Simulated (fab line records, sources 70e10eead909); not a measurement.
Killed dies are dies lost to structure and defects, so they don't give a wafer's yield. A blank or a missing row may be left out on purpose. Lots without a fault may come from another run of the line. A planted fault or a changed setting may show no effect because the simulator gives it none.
fab line records | flow nand_harc
record lots=5 wafers=14 last_day=32
route steps=1302 shown THIN_TSV@1262 END@1301
lots that met no fault: from a run of the same line without faults
start_h: hours from the record's first day to the start of the lot's first wafer shown | wait_h: hours since the lot's step before | " the same as in the row above | L1.1+2: a row that stands for several wafers | - no value, or no start given | * or withheld: withheld | < > ~ a bound
route shown NAME@n: a module of which the file shows steps, and the number in the route of the first | usual: mean/standard deviation of fault-free wafers | same: alike in all rows | chamber/n: place in a boat | sites: the reading at each site | _std_site: their standard deviation | _edge_site: outer sites' mean less inner sites' | radius_mm: how far each site lies from the wafer's centre | mask NAME#n: copy n | behind: the tool/chamber that last shaped the wafer | hold: why the lot was held/for how many hours/how that ended | device: the transistor (n, p or np) that didn't switch | end of line: the same wafers' tests at the end of the route | a step without rows: its recipe alone | killed: dies lost to structure and defects at the first sort, not the wafer's yield | map: a wafer's dies, x killed, . not, _ none there
set.NAME: the setting as run; set.NAME@STEP: as run at that earlier step | model.NAME: the simulator's own value behind a step, which no gauge read
lots at some steps of the route; a table a step, a row a wafer
services: from which hour (start_h, from the record's first day; less than 0 if before it) a tool's chamber was out of use, for how many hours, and why
## steps
# step NHARC_THIN_TSV_ETCH_44
# recipe target_depth_a=15942 time_s=797.1 cf4_flow_sccm=150 o2_flow_sccm=10 ar_flow_sccm=0 rf_w=300 bias_w=800 chemistry=CF4/O2
# usual drypump_motor_current_A=5.6/0.49 oes_product_au=1.003/0.0074 rf_fwd_power_W=299.6/0.9 rf_vpp_V=797/4.5 showerhead_plenum_p_Torr=1.87/0.072 throttle_valve_pct=16.915/0.0093
# columns lot.wafer tool chamber start_h wait_h drypump_motor_current_A oes_product_au rf_fwd_power_W rf_hours_counter_h rf_vpp_V showerhead_plenum_p_Torr throttle_valve_pct
L564.3 rie_diel-04 0 556.52 0.1 5.6 1.009 299.8 1 792 1.79 16.914
L564.4 " 1 " " 5.9 1.001 300.6 1 802 1.95 16.926
L564.2 " 3 " " 5.4 1.014 299.1 1 797 1.87 16.899
L570.5 rie_diel-04 3 588.03 0.3 5.4 0.998 298.2 - 797 1.87 16.881
L570.6 " 0 " " 5.6 1.013 301.9 - 791 1.79 16.929
L577.3 rie_diel-01 3 686.01 0.1 5.5 1.006 300.6 9 800 1.93 16.916
L577.1 " 0 " " 4.8 0.995 299.9 8 799 1.90 16.919
L577.6 " 2 " " 5.3 0.992 300.1 - 802 1.94 16.919
L582.3 rie_diel-04 2 727.74 0.2 5.7 1.003 301.0 1 788 1.77 16.916
L582.6 " 3 " " 5.4 1.004 299.3 - 796 1.87 16.916
L582.5 " 0 " " 5.6 1.004 300.6 - 792 1.79 16.914
L581.2 rie_diel-11 1 738.29 0.1 4.9 1.007 298.4 8 792 1.82 16.908
L581.6 " 0 " " 5.3 0.998 300.1 - 800 1.91 16.905
L581.5 " 1 " " 4.9 1.019 299.6 - 792 1.82 16.908
# step NHARC_THIN_TSV_ETCH_15
# recipe target_depth_a=30000 bosch_target_overetch_cycles=2 bosch_etch_step_s=2.8 bosch_dep_step_s=1.2 bosch_cycles=14
# step NHARC_THIN_TSV_CD_MEAS_16
# usual cd_nm=1000.2/1.1
# columns lot.wafer tool chamber start_h wait_h cd_nm
L564.2 cd_sem-02 - 557.23 0.1 1001.3
L564.3 " - " " 999.2
L564.4 " - " " 997.8
L570.5 cd_sem-01 - 588.53 0.1 1001.0
L570.6 " - " " 1000.2
L577.1 cd_sem-02 - 686.83 0.1 1000.2
L577.3 " - " " 1000.8
L577.6 " - " " 1000.0
L582.3 cd_sem-01 - 728.29 0.1 999.1
L582.5 " - " " 999.4
L582.6 " - " " 1000.5
L581.2 cd_sem-03 - 738.95 0.1 998.7
L581.5 " - " " 1001.0
L581.6 " - " " 998.2
# step NHARC_THIN_TSV_STRIP_45
# recipe power_w=1500 temp_c=250 chemistry=O2
# step NHARC_THIN_TSV_STRIP_46
# recipe time_s=1200 temp_c=72.5 chemistry=post_etch_residue_remover
# step NHARC_THIN_TSV_DEP_47
# recipe target_thk_a=2000 temp_c=withheld pressure_torr=6.5 rf_w=900 teos_flow_sccm=161.4 flow_sccm=2650 target_thk_nm=200 gas=O2 material=SiO2
# step NHARC_THIN_TSV_ETCHBACK_48
# recipe target_depth_a=10285 over_etch_frac=0.3 time_s=405.17 ion_energy_ev=250 c4f8_flow_sccm=withheld ar_flow_sccm=withheld rf_w=600 bias_w=300 chemistry=C4F8/Ar
# step NHARC_THIN_TSV_STRIP_62
# recipe power_w=1500 temp_c=250 time_s=20 chemistry=N2/H2
# step NHARC_THIN_TSV_DEGAS_49
# recipe temp_c=300 time_s=120
# usual heater_power_w=450/32
# columns lot.wafer tool chamber start_h wait_h heater_power_w
L564.4 pvd_sputter-01 - 559.04 0.1 486
L564.2 " - " " 506
L564.3 " - " " 433
L570.6 pvd_sputter-03 - 590.36 0.1 443
L570.5 " - " " 509
L577.3 pvd_sputter-01 - 688.66 0.1 473
L577.1 " - " " 405
L577.6 " - " " 494
L582.3 pvd_sputter-03 - 730.24 0.1 458
L582.6 " - " " 452
L582.5 " - " " 477
L581.2 pvd_sputter-01 - 740.97 0.1 502
L581.6 " - " " 411
L581.5 " - " " 491
# step NHARC_THIN_TSV_PRE_CLEAN_50
# recipe time_s=30 temp_c=280 gas=H2/He
# step NHARC_THIN_TSV_PVD_19
# recipe target_thk_a=200 chamber_pressure_pa=5 material=TaN
# step NHARC_THIN_TSV_PVD_51
# recipe target_thk_a=1000 chamber_pressure_pa=5 material=Cu
# step NHARC_THIN_TSV_ECD_20
# recipe target_thk_a=20000 material=Cu
# columns lot.wafer tool chamber start_h wait_h
L564.2+4+3 ecd_cu-02 1,0,1 559.62 -
L570.6+5 ecd_cu-01 1,0 591.17 -
L577.1+3+6 ecd_cu-02 1 689.19 -
L582.3+6+5 ecd_cu-02 0,1,0 730.98 -
L581.2+5+6 ecd_cu-01 1,1,0 741.42 -
# step NHARC_THIN_TSV_ANNEAL_52
# recipe temp_c=225 time_s=90
# usual wafer_temp_C_max=225.9/0.43
# columns lot.wafer tool chamber start_h wait_h wafer_temp_C_max
L564.2 rtp_anneal-02 0 560.29 0.6 226.7
L564.3 " 0 " " 226.2
L564.4 " 0 " " 226.8
L570.5 rtp_anneal-01 0 591.71 0.3 225.8
L570.6 " 0 " " 225.8
L577.1 rtp_anneal-01 0 689.83 0.5 225.6
L577.3 " 0 " " 225.6
L577.6 " 0 " " 225.5
L582.3 rtp_anneal-02 0 731.51 0.4 226.5
L582.5 " 0 " " 226.2
L582.6 " 0 " " 226.8
L581.2 rtp_anneal-02 0 742.29 0.8 226.1
L581.5 " 0 " " 226.2
L581.6 " 0 " " 226.8
# step NHARC_THIN_TSV_CMP_21
# recipe t_overpolish_s=30 target_thk_nm=2000
# step NHARC_THIN_TSV_SRD_23
# step NHARC_THIN_TSV_DEGAS_53
# recipe temp_c=300 time_s=60
# step NHARC_THIN_TSV_PRE_CLEAN_54
# recipe time_s=30 temp_c=280 gas=H2/He
# step NHARC_THIN_TSV_PVD_55
# recipe target_thk_a=500 material=TiN
# step NHARC_THIN_TSV_PVD_24
# recipe target_thk_a=8000 power_w=withheld chamber_pressure_pa=withheld substrate_temp_c=withheld time_s=withheld gas=Ar material=Al
# step NHARC_THIN_TSV_DEHYDRATE_25
# recipe temp_c=150 time_s=120
# step NHARC_THIN_TSV_HMDS_26
# recipe time_s=30
# step NHARC_THIN_TSV_COAT_27
# recipe spin_rpm=*
# step NHARC_THIN_TSV_SOFTBAKE_28
# recipe temp_c=122 time_s=95
# step NHARC_THIN_TSV_EBR_29
# step NHARC_THIN_TSV_EXPOSE_30
# recipe na=0.55 dose_mj=11.47 mask_id=PAD
# step NHARC_THIN_TSV_PEB_31
# recipe peb_temp_c=118 peb_time_s=85
# step NHARC_THIN_TSV_DEVELOP_32
# recipe time_s=70
# step NHARC_THIN_TSV_CD_MEAS_33
# recipe target_cd_nm=5000 landing_energy_ev=500
# usual cd_nm=5000.3/1.5
# same landing_energy_ev=500
# columns lot.wafer tool chamber start_h wait_h cd_nm
L564.2 cd_sem-03 0 562.19 - 4997.5
L564.3 " 0 " " 5001.0
L564.4 " 0 " " 4999.8
L570.5 cd_sem-02 0 593.46 - 5000.0
L570.6 " 0 " " 4999.6
L577.1 cd_sem-02 0 691.76 - 4996.5
L577.3 " 0 " " 4997.9
L577.6 " 0 " " 4998.1
L582.3 cd_sem-03 0 733.24 - 5001.2
L582.5 " 0 " " 5000.2
L582.6 " 0 " " 5001.4
L581.2 cd_sem-03 0 744.18 - 5001.3
L581.5 " 0 " " 4999.4
L581.6 " 0 " " 4999.9
# step NHARC_THIN_TSV_HARDBAKE_34
# recipe temp_c=125 time_s=80
# step NHARC_THIN_TSV_DESCUM_35
# recipe time_s=3 o2_flow_sccm=200 ar_flow_sccm=0 bias_power_w=0 chemistry=O2
# step NHARC_THIN_TSV_ETCH_59
# recipe target_depth_a=8800 icp_w=900 bias_w=100 Cl2_flow_sccm=60 bcl3_flow_sccm=30 time_s=138.1 chemistry=Cl2/BCl3
# usual drypump_motor_current_A=5.86/0.27 mfc_cl2_sccm=59.98/0.18 oes_product_au=1.002/0.0065 rf_fwd_power_W=895.6/2.5 throttle_valve_pct=22.265/0.0087
# columns lot.wafer tool chamber start_h wait_h drypump_motor_current_A mfc_cl2_sccm oes_product_au rf_fwd_power_W rf_hours_counter_h throttle_valve_pct
L564.2 rie_metal-01 0 562.51 0.1 5.49 59.94 1.002 897.3 2.5 22.268
L564.4 " 1 " " 5.80 59.71 1.002 897.2 - 22.272
L564.3 " 0 " " 5.50 59.97 0.996 894.9 - 22.266
L570.5 rie_metal-02 1 593.87 0.2 5.51 59.93 0.997 898.1 - 22.286
L570.6 " 0 " " 5.98 59.92 1.003 892.1 - 22.264
L577.1 rie_metal-03 1 692.07 0.1 6.26 60.05 1.010 898.7 2.8 22.269
L577.3 " 0 " " 5.83 60.14 1.005 897.1 - 22.263
L577.6 " 1 " " 6.24 59.87 1.010 896.6 - 22.267
L582.3 rie_metal-03 1 733.67 0.2 6.21 60.05 0.988 896.1 - 22.276
L582.5 " 1 " " 6.23 59.97 0.993 892.3 - 22.257
L582.6 " 1 " " 6.23 59.87 1.005 895.9 - 22.268
L581.2 rie_metal-03 1 744.57 0.2 6.22 60.15 0.999 895.2 - 22.250
L581.5 " 1 " " 6.24 60.11 1.000 894.0 - 22.264
L581.6 " 1 " " 6.25 60.06 1.003 899.0 - 22.260
# step NHARC_THIN_TSV_ETCH_36
# recipe target_depth_a=650 over_etch_frac=0.3 time_s=18.571 ion_energy_ev=150 chemistry=Cl2/BCl3
# step NHARC_THIN_TSV_STRIP_56
# recipe power_w=1500 temp_c=250 chemistry=O2
# usual drypump_motor_current_A=5.9/0.55 heater_power_w=374/39
# columns lot.wafer tool chamber start_h wait_h drypump_motor_current_A heater_power_w rf_hours_counter_h
L564.2 plasma_asher-02 0 562.83 0.1 5.2 317 23
L564.4 " 0 " " 5.2 322 -
L564.3 " 1 " " 6.6 380 -
L570.5 plasma_asher-02 0 594.28 0.3 5.2 319 -
L570.6 " 1 " " 6.6 379 -
L577.1 plasma_asher-01 0 692.48 0.1 5.5 353 36
L577.3 " 0 " " 5.5 354 -
L577.6 " 1 " " 6.1 421 -
L582.3 plasma_asher-01 1 734.27 0.2 6.2 428 -
L582.5 " 0 " " 5.6 353 -
L582.6 " 1 " " 6.1 423 -
L581.2 plasma_asher-02 0 745.15 0.2 5.2 325 27
L581.5 " 1 " " 6.7 400 -
L581.6 " 0 " " 5.2 320 -
# step NHARC_THIN_TSV_STRIP_57
# recipe time_s=1200 temp_c=72.5 chemistry=post_etch_residue_remover
# step NHARC_THIN_TSV_CD_MEAS_37
# usual cd_nm=5000.3/2.1
# columns lot.wafer tool chamber start_h wait_h cd_nm
L564.2 cd_sem-01 - 563.63 - 4999.3
L564.3 " - " " 4999.9
L564.4 " - " " 4997.5
L570.5 cd_sem-03 - 594.89 - 5000.7
L570.6 " - " " 5000.0
L577.1 cd_sem-01 - 693.24 - 4995.8
L577.3 " - " " 4997.9
L577.6 " - " " 4996.3
L582.3 cd_sem-03 - 734.93 - 5000.3
L582.5 " - " " 4999.9
L582.6 " - " " 5001.4
L581.2 cd_sem-01 - 745.90 - 4999.4
L581.5 " - " " 5000.0
L581.6 " - " " 4998.0
# step NHARC_THIN_TSV_ANNEAL_58
# recipe temp_c=400 time_s=1800
# step NHARC_THIN_TSV_INSPECT_40
# usual raw_defect_count=560/84
# columns lot.wafer tool chamber start_h wait_h raw_defect_count
L564.2 defect_inspect-01 - 568.17 0.4 457
L564.3 " - " " 589
L564.4 " - " " 461
L570.5 defect_inspect-01 - 599.38 0.4 506
L570.6 " - " " 537
L577.1 defect_inspect-01 - 697.77 0.4 577
L577.3 " - " " 517
L577.6 " - " " 528
L582.3 defect_inspect-01 - 738.09 0.4 565
L582.5 " - " " 536
L582.6 " - " " 447
L581.2 defect_inspect-01 - 751.65 0.4 500
L581.5 " - " " 471
L581.6 " - " " 488
# step NHARC_END_WLT_00
# usual VT_DECK1_BOTTOM=0.873/0.0075 VT_DECK1_BOTTOM_INNER=0.874/0.0074 VT_DECK1_MEDIAN_NEAR_BOTTOM=0.874/0.0079 VT_DECK1_MEDIAN_NEAR_BOTTOM_INNER=0.874/0.0078 VT_DECK1_MIDDLE=0.886/0.0075 VT_DECK1_MIDDLE_INNER=0.886/0.007 VT_DECK1_TOP=0.899/0.0081 VT_DECK1_TOP_INNER=0.897/0.0076 VT_DECK2_BOTTOM=0.869/0.0068 VT_DECK2_BOTTOM_INNER=0.870/0.0073 VT_DECK2_MEDIAN_NEAR_BOTTOM=0.871/0.0075 VT_DECK2_MEDIAN_NEAR_BOTTOM_INNER=0.870/0.0072 VT_DECK2_MIDDLE=0.883/0.0074 VT_DECK2_MIDDLE_INNER=0.883/0.0073 VT_DECK2_TOP=0.895/0.0063 VT_DECK2_TOP_INNER=0.895/0.0073
# columns lot.wafer tool chamber start_h wait_h VT_DECK1_BOTTOM VT_DECK1_BOTTOM_INNER VT_DECK1_MEDIAN_NEAR_BOTTOM VT_DECK1_MEDIAN_NEAR_BOTTOM_INNER VT_DECK1_MIDDLE VT_DECK1_MIDDLE_INNER VT_DECK1_TOP VT_DECK1_TOP_INNER VT_DECK2_BOTTOM VT_DECK2_BOTTOM_INNER VT_DECK2_MEDIAN_NEAR_BOTTOM VT_DECK2_MEDIAN_NEAR_BOTTOM_INNER VT_DECK2_MIDDLE VT_DECK2_MIDDLE_INNER VT_DECK2_TOP VT_DECK2_TOP_INNER
L564.2 prober-01 - 568.72 0.6 0.874 0.882 0.878 0.876 0.887 0.884 0.895 0.893 0.874 0.867 0.867 0.877 0.889 0.880 0.901 0.886
L564.3 " - " " 0.871 0.866 0.865 0.878 0.882 0.884 0.893 0.896 0.866 0.868 0.869 0.874 0.888 0.890 0.895 0.905
L564.4 " - " " 0.875 0.870 0.876 0.872 0.883 0.890 0.892 0.891 0.870 0.874 0.878 0.868 0.893 0.884 0.902 0.900
L570.6 prober-02 - 601.95 2.6 0.878 0.877 0.878 0.873 0.886 0.886 0.901 0.896 0.871 0.871 0.870 0.869 0.871 0.880 0.885 0.893
L577.1 prober-02 - 705.60 7.8 0.884 0.890 0.889 0.886 0.895 0.895 0.907 0.903 0.867 0.864 0.875 0.871 0.884 0.882 0.893 0.898
L577.3 " - 706.62 8.8 0.886 0.894 0.879 0.880 0.890 0.896 0.900 0.904 0.863 0.875 0.885 0.872 0.878 0.882 0.901 0.893
L577.6 " - 708.15 10.4 0.889 0.879 0.882 0.880 0.902 0.890 0.906 0.906 0.874 0.873 0.869 0.877 0.892 0.878 0.898 0.906
L582.3 prober-02 - 739.14 1.0 0.873 0.873 0.870 0.875 0.884 0.885 0.895 0.893 0.864 0.868 0.874 0.868 0.875 0.876 0.887 0.881
L582.5 " - " " 0.881 0.874 0.874 0.886 0.887 0.882 0.896 0.897 0.863 0.861 0.866 0.870 0.876 0.878 0.884 0.889
L582.6 " - " " 0.871 0.870 0.873 0.881 0.887 0.892 0.895 0.901 0.866 0.870 0.871 0.868 0.881 0.871 0.892 0.885
L581.2 prober-01 - 752.20 0.5 0.866 0.869 0.870 0.870 0.882 0.879 0.897 0.899 0.865 0.870 0.870 0.868 0.882 0.887 0.893 0.893
L581.5 " - 753.70 2.0 0.869 0.881 0.880 0.877 0.890 0.894 0.908 0.900 0.871 0.876 0.871 0.872 0.882 0.883 0.885 0.900
L581.6 " - " " 0.883 0.877 0.874 0.871 0.887 0.889 0.893 0.903 0.867 0.865 0.872 0.870 0.881 0.882 0.890 0.886
# step NHARC_END_SORT_01
# recipe temp_c=25
# usual defect_limited_yield=91.4/2.4 killed_at_array=54/16 killed_at_other=0.6/0.86 killed_at_periphery=3.8/2.6 killed_dies=58/16 killed_open=3.3/1.8 killed_short=2.7/1.7 sort_bin_2_pct=3.1/1.1 sort_bin_3_pct=0.7/0.39 sort_bin_4_pct=4.8/1.3 sort_n_pass=619/16 sort_rim_yield_pct=89/6 sort_yield_pct=91.4/2.4
# same gross_dies=677 sort_bin_5_pct[%]=0 sort_bin_6_pct[%]=0 sort_bin_7_pct[%]=0 sort_bin_8_pct[%]=0 sort_rim_n_gross=106.00
# columns lot.wafer tool chamber start_h wait_h defect_limited_yield[%] killed_at_array killed_at_other killed_at_periphery killed_dies killed_open killed_short sort_bin_2_pct[%] sort_bin_3_pct[%] sort_bin_4_pct[%] sort_n_pass sort_rim_yield_pct[%] sort_yield_pct[%]
L564.2 prober-01 0 572.08 2.8 89.2 69 0 4 73 2 2 3.7 0.9 6.2 604 82 89.2
L564.3 prober-01 0 572.88 3.1 89.5 67 0 4 71 3 2 3.7 0.7 6.1 606 86 89.5
L564.4 prober-01 0 573.68 3.4 89.8 62 0 7 69 8 0 3.8 0.3 6.1 608 95 89.8
L570.5 prober-02 0 605.62 3.7 0 57 620 0 677 3 2 94.8 1.0 4.1 0 0 0
L570.6 prober-02 0 606.40 3.9 90.5 61 0 3 64 9 2 3.5 1.8 4.1 613 96 90.5
L577.1 prober-02 0 708.66 2.5 91.9 52 0 3 55 3 1 2.8 0.7 4.6 622 97 91.9
L577.3 prober-02 0 710.24 3.1 91.4 53 1 4 58 5 3 2.1 0.4 6.1 619 97 91.4
L577.6 prober-02 0 712.61 4.0 91.3 56 0 3 59 6 2 3.4 0.6 4.7 618 95 91.3
L581.2 prober-01 0 755.50 2.8 94.7 30 1 5 36 7 8 1.9 0.1 3.2 641 93 94.7
L581.5 prober-01 0 757.88 3.7 94.7 35 0 1 36 3 7 1.8 0.4 3.1 641 94 94.7
L581.6 prober-01 0 758.67 4.0 94.7 30 5 1 36 2 1 1.6 0.3 3.4 641 93 94.7
# killed by level:class
L564.2 A_CHANNEL_HOLE_D1:chamber_film_flake=28 A_SLIT:chamber_film_flake=22 A_CHANNEL_HOLE_D2:chamber_film_flake=4 A_CONTACT:chamber_film_flake=4 A_WL_FILL:chamber_film_flake=3 A_STAIRCASE:chamber_film_flake=2 A_DECK1_JOINT:geometric_particle:short=1 A_ONON_D2:geometric_particle:open=1
L564.3 A_CHANNEL_HOLE_D1:chamber_film_flake=33 A_SLIT:chamber_film_flake=13 A_CONTACT:chamber_film_flake=7 A_CHANNEL_HOLE_D2:chamber_film_flake=4 A_WL_FILL:chamber_film_flake=3 P_M0:geometric_particle:short=1 A_DECK1_JOINT:geometric_particle:short=1 A_ONON_D2:geometric_particle:open=1
L564.4 A_CHANNEL_HOLE_D1:chamber_film_flake=29 A_SLIT:chamber_film_flake=14 A_ONON_D2:geometric_particle:open=4 A_CHANNEL_HOLE_D2:chamber_film_flake=4 A_CONTACT:chamber_film_flake=4 P_CONTACT:chamber_film_flake=2 A_DECK1_JOINT:chamber_film_flake=2 A_STAIRCASE:chamber_film_flake=2
L570.5 THIN_TSV:area_ecd=620 A_CHANNEL_HOLE_D1:chamber_film_flake=26 A_CHANNEL_HOLE_D2:chamber_film_flake=20 A_STAIRCASE:chamber_film_flake=3 A_BLC:geometric_particle:open=2 A_WL_FILL:geometric_particle:short=1 A_CONTACT:geometric_particle:open=1 A_BLC:geometric_particle:short=1
L570.6 A_CHANNEL_HOLE_D1:chamber_film_flake=27 A_CHANNEL_HOLE_D2:chamber_film_flake=21 A_ONON_D2:geometric_particle:open=3 P_M0:geometric_particle:open=2 A_STAIRCASE:chamber_film_flake=2 A_ONON_D1:geometric_particle:short=1 A_CHANNEL_FILL_D1:geometric_particle:open=1 A_CHANNEL_FILL_D1:geometric_particle:short=1
L577.1 A_CHANNEL_HOLE_D1:chamber_film_flake=39 A_CONTACT:chamber_film_flake=4 A_STAIRCASE:chamber_film_flake=2 P_M1:geometric_particle:open=1 A_SOURCE_PLATE:geometric_particle:open=1 A_CHANNEL_FILL_D1:geometric_particle:open=1 A_M1:geometric_particle:short=1 P_ZERO_WELL:chamber_film_flake=1
L577.3 A_CHANNEL_HOLE_D1:chamber_film_flake=33 A_STAIRCASE:chamber_film_flake=4 A_SLIT:chamber_film_flake=3 A_CONTACT:geometric_particle:open=2 P_GATE:chamber_film_flake=2 A_CHANNEL_FILL_D1:chamber_film_flake=2 A_CONTACT:chamber_film_flake=2 P_CONTACT:geometric_particle:open=1
L577.6 A_CHANNEL_HOLE_D1:chamber_film_flake=35 A_SLIT:chamber_film_flake=5 A_CHANNEL_FILL_D2:chamber_film_flake=3 A_BLC:geometric_particle:open=2 A_STAIRCASE:chamber_film_flake=2 A_CONTACT:chamber_film_flake=2 P_GATE:geometric_particle:open=1 P_M0:geometric_particle:open=1
L581.2 A_CHANNEL_HOLE_D1:chamber_film_flake=10 A_SLIT:chamber_film_flake=6 A_M0:geometric_particle:open=3 P_CONTACT:geometric_particle:open=2 A_ONON_D1:geometric_particle:short=2 A_WL_FILL:geometric_particle:short=2 P_ZERO_WELL:geometric_particle:short=1 P_GATE:geometric_particle:open=1
L581.5 A_SLIT:chamber_film_flake=9 A_CHANNEL_HOLE_D1:chamber_film_flake=8 A_CONTACT:chamber_film_flake=6 A_M0:geometric_particle:short=2 A_WL_FILL:chamber_film_flake=2 P_CONTACT:geometric_particle:open=1 A_CHANNEL_HOLE_D1:geometric_particle:open=1 A_CHANNEL_HOLE_D1:geometric_particle:short=1
L581.6 A_CHANNEL_HOLE_D1:chamber_film_flake=9 A_SLIT:chamber_film_flake=8 THIN_TSV:chamber_film_flake=5 A_WL_FILL:chamber_film_flake=3 A_CONTACT:chamber_film_flake=3 A_ONON_D1:geometric_particle:open=1 A_CHANNEL_HOLE_D1:geometric_particle:open=1 A_WL_FILL:geometric_particle:short=1
# map L570.5 (x killed, . not)
____________x____________
_________xxxxxxx_________
_______xxxxxxxxxxx_______
______xxxxxxxxxxxxx______
_____xxxxxxxxxxxxxxx_____
____xxxxxxxxxxxxxxxxx____
____xxxxxxxxxxxxxxxxx____
___xxxxxxxxxxxxxxxxxxx___
___xxxxxxxxxxxxxxxxxxx___
__xxxxxxxxxxxxxxxxxxxxx__
__xxxxxxxxxxxxxxxxxxxxx__
_xxxxxxxxxxxxxxxxxxxxxxx_
_xxxxxxxxxxxxxxxxxxxxxxx_
_xxxxxxxxxxxxxxxxxxxxxxx_
_xxxxxxxxxxxxxxxxxxxxxxx_
_xxxxxxxxxxxxxxxxxxxxxxx_
xxxxxxxxxxxxxxxxxxxxxxxxx
xxxxxxxxxxxxxxxxxxxxxxxxx
xxxxxxxxxxxxxxxxxxxxxxxxx
xxxxxxxxxxxxxxxxxxxxxxxxx
xxxxxxxxxxxxxxxxxxxxxxxxx
_xxxxxxxxxxxxxxxxxxxxxxx_
_xxxxxxxxxxxxxxxxxxxxxxx_
_xxxxxxxxxxxxxxxxxxxxxxx_
_xxxxxxxxxxxxxxxxxxxxxxx_
_xxxxxxxxxxxxxxxxxxxxxxx_
__xxxxxxxxxxxxxxxxxxxxx__
__xxxxxxxxxxxxxxxxxxxxx__
___xxxxxxxxxxxxxxxxxxx___
___xxxxxxxxxxxxxxxxxxx___
____xxxxxxxxxxxxxxxxx____
____xxxxxxxxxxxxxxxxx____
_____xxxxxxxxxxxxxxx_____
______xxxxxxxxxxxxx______
_______xxxxxxxxxxx_______
_________xxxxxxx_________
____________x____________
# map L581.2 (x killed, . not)
____________.____________
_________......._________
_______...x..x...._______
______....x.x......______
_____..x............_____
____........x........____
____............x....____
___........x..........___
___.......x..x........___
__.x...................__
__.....................__
_......................._
_......x.x.............._
_......................._
_......................._
_......................._
.......x.............x...
......................x..
........................x
..............x.....x.x..
.........................
_......x................_
_..........x............_
_......................._
_............x.........._
_.....................x._
__.....................__
__.....................__
___...................___
___...................___
____...xx............____
____...x.............____
_____.xx.xx........._____
______xx..x........______
_______x.x........_______
_________......._________
____________.____________
## services
# columns tool chamber start_h hours kind
rie_metal-01 - 534.98 0.8 repair
pvd_sputter-03 - 535.22 10.0 pm
pvd_sputter-01 - 553.70 2.7 repair
rie_diel-01 - 557.80 9.0 pm
rie_diel-11 1 569.09 6.0 repair
pvd_sputter-01 - 570.31 2.8 repair
ecd_cu-02 - 580.82 1.6 repair
pvd_sputter-01 - 582.00 10.0 pm
rie_metal-03 1 585.54 7.8 repair
ecd_cu-02 - 596.27 8.0 pm
plasma_asher-02 - 605.53 9.0 pm
rie_metal-03 - 623.79 1.5 repair
ecd_cu-01 - 640.40 0.3 repair
rie_diel-04 3 649.65 5.8 repair
rie_metal-03 0 665.20 1.0 repair
ecd_cu-01 - 688.27 8.0 pm
rie_metal-03 - 696.00 9.0 pm
plasma_asher-01 - 697.38 9.0 pm
rie_diel-04 - 708.90 9.0 pm
rie_metal-03 0 711.99 42.4 repair
pvd_sputter-03 - 713.22 10.0 pm
ecd_cu-01 - 738.29 1.5 repair
ecd_cu-02 - 741.38 1.4 repair
rtp_anneal-02 - 744.00 12.0 pm
## key
first_sign step=NHARC_END_SORT_01 reading=killed_at_other direction=up sigmas=99+ usual=0.6 struck=620
effect step=NHARC_END_SORT_01 reading=sort_bin_2_pct direction=up sigmas=83 usual=3.1 struck=94.8
more_kills_born_at NHARC_THIN_TSV_ECD_20@ecd_cu-01=620
met_at NHARC_THIN_TSV_ECD_20
struck_wafers L570.5
later_rows_left_out L570.5
fault kind=process_parameter_drift tool=ecd_cu-01 chamber=- onset_h=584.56 steps=NHARC_THIN_TSV_ECD_20 channel=target_thk_a offset=* shape=step end_h=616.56 scope=struck_wafers_only acts_in=* stated=*
# later_rows_left_out: the simulator's readings of these wafers behind a module that went badly wrong aren't trusted and aren't shown, but for the sort
